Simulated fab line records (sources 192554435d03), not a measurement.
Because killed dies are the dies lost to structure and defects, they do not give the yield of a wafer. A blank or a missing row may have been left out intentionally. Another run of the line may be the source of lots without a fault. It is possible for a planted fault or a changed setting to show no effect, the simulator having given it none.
Comparing a struck lot with a sound one ; flow n5-finfet ; 21 out of 1938 route steps
Sound: wafers L570.2, L570.4, L570.6. The struck wafers were L572.2, L572.3, L572.5. The cause is given at the end.
Each step with rows lists, per side, the tool, then ch with its chambers, then its first start. Under that, the readings that differ: sound wafers ; struck wafers ; difference of the means ; sigmas: that difference in standard deviations of wafers without a fault.
alike: same words and numbers on both sides, and readings whose means sit less than 2 such deviations apart. not compared: any withheld reading, any reading some wafer has no value for, any bound like >300 that may hide the same value, and any number with overlapping values for which the record gives no deviation.
The two part at a step that has a row with sigmas, a row that says differs or no value, or rows on one side only. When numbers do not overlap yet have no deviation, they are printed without sigmas and do not part them. Lack of a reading on every wafer of one side parts them only where that side has two or more wafers.

first, 6 steps without rows for these wafers: N5_BEOL_M1_COAT_05 (resist thk 30 nm); N5_BEOL_M1_EBR_07; N5_BEOL_M1_SOFTBAKE_06 (time 60 s); N5_BEOL_M1_EXPOSE_08 (exposes mask M1); N5_BEOL_M1_PEB_09 (peb time 60 s); N5_BEOL_M1_DEVELOP_10 (develop time 30 s).
N5_BEOL_M1_CD_MEAS_11: target cd 17.05 nm.
  sound on cd-sem-02 ch 0, day 7 04:44; struck on cd-sem-02 ch 0, day 7 14:31
  alike: cd-nm
N5_BEOL_M1_OVL_MEAS_12:
  sound on overlay-02 ch 0, day 7 04:46; struck on overlay-02 ch 0, day 7 14:32
  alike: M1_OVL
N5_BEOL_M1_INSPECT_13: inspects for defects (brightfield).
  sound: defect-inspect-02 at day 7 04:50; struck: defect-inspect-01 at day 7 14:36
  alike: raw-defect-count
N5_BEOL_M1_DESCUM_16: chemistry O2, time 7 s.
  sound on rie-diel-03 ch 1,2,3, day 7 04:52; struck on rie-diel-05 ch 0,2,3, day 7 14:55
  alike: drypump-motor-current-A, oes-product-au, rf-fwd-power-W, rf-vpp-V, showerhead-plenum-p-Torr, throttle-valve-pct
  not compared: rf-hours-counter-h
N5_BEOL_M1_ETCH_74: etches underlayer in N2/H2, target depth 6.5 nm, time 5.2 s.
  sound on rie-diel-03 ch 1,2,3, day 7 04:54; struck on rie-diel-05 ch 0,2,3, day 7 14:56
  alike: bias-w, chamber-pressure-mTorr, drypump-motor-current-A, etch-rf-on-time-s, oes-product-au, rf-fwd-power-W, rf-vpp-V, showerhead-plenum-p-Torr, throttle-valve-pct
  not compared: rf-hours-counter-h
N5_BEOL_M1_ETCH_63: etches SiARC in CF4, target depth 15.6 nm, time 26 s.
  sound on rie-diel-03 ch 1,2,3, day 7 04:55; struck on rie-diel-05 ch 0,2,3, day 7 14:58
  alike: bias-w, cf4-flow-sccm, drypump-motor-current-A, etch-rf-on-time-s, oes-product-au, rf-fwd-power-W, rf-vpp-V, showerhead-plenum-p-Torr, throttle-valve-pct
  not compared: rf-hours-counter-h
N5_BEOL_M1_ETCH_64: etches SOC in N2/H2, target depth 75 nm, overetch 15 nm, time 112.5 s.
  sound on rie-diel-03 ch 1,2,3, day 7 04:56; struck on rie-diel-05 ch 0,2,3, day 7 14:59
  no value came back on the struck wafers for any of 8 readings (bias-w (W), chamber-pressure-mTorr (mTorr) and others); on the sound wafers bias-w (W) reads 149.5 150.6 150.4
reading;sound;struck;difference;sigmas
model.CAR-EUV_of_BEOL_M1_COAT_05.thk-nm (nm);0 0 0;11 11 11;+11;
model.SiARC_of_BEOL_M1_COAT_62.thk-nm (nm);6.8 6.8 7;12 12 12;+5;
model.underlayer_of_BEOL_M1_COAT_73.thk-nm (nm);0 0 0;5 5 5;+5;
  not compared: rf-hours-counter-h
then, 2 steps without rows for these wafers: N5_BEOL_M1_STRIP_65 (strips in N2/H2); N5_BEOL_M1_STRIP_75 (strips in N2/H2).
N5_BEOL_M1_STRIP_66: strips in CF4.
  sound on rie-diel-03 ch 1,2,3, day 7 05:04; struck on rie-diel-05 ch 0,2,3, day 7 15:07
  alike: drypump-motor-current-A, oes-product-au, rf-fwd-power-W, rf-vpp-V, showerhead-plenum-p-Torr, throttle-valve-pct
  not compared: rf-hours-counter-h
N5_BEOL_M1_HM_OPEN_17: chemistry Cl2/BCl3, target TiN, target depth 20 nm, overetch 6 nm.
  sound on rie-metal-02 ch 0, day 7 05:08; struck on rie-metal-03 ch 0,1, day 7 15:10
reading;sound;struck;difference;sigmas
oes-product-au (a.u.);0.53 0.53 0.53;0.23 0.32 0.32;-0.24;-3
  alike: bias-w, drypump-motor-current-A, rf-fwd-power-W, throttle-valve-pct
  not compared: rf-hours-counter-h
N5_BEOL_M1_STRIP_19: strips in O2.
  sound on rie-diel-03 ch 0,3, day 7 05:23; struck on rie-diel-05 ch 1,2,3, day 7 15:16
  alike: drypump-motor-current-A, oes-product-au, rf-vpp-V, showerhead-plenum-p-Torr, throttle-valve-pct
  not compared: rf-hours-counter-h
N5_BEOL_M1_CD_MEAS_18: pitch 36 nm, target cd 18 nm.
  sound: cd-sem-02 at day 7 05:28; struck: cd-sem-01 at day 7 15:21
reading;sound;struck;difference;sigmas
cd-nm (nm);17.78 18.02 17.84;- - -;no value on the struck wafers;
then, 1 step without rows for these wafers: N5_BEOL_M1_COAT_67 (time 60 s, resist thk 60 nm).
N5_BEOL_M4_RC_MEAS_101:
  the record has rows for the sound wafers here (prober-01 ch 0, day 8 16:11) and none for the struck ones

WHERE THEY PART
At N5_BEOL_M1_ETCH_64 first; at N5_BEOL_M4_RC_MEAS_101 last (within this record only).

WHY: what the simulator had put in
Skipped step whole: rie-diel-05, from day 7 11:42 on, at N5_BEOL_M1_ETCH_64. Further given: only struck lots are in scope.
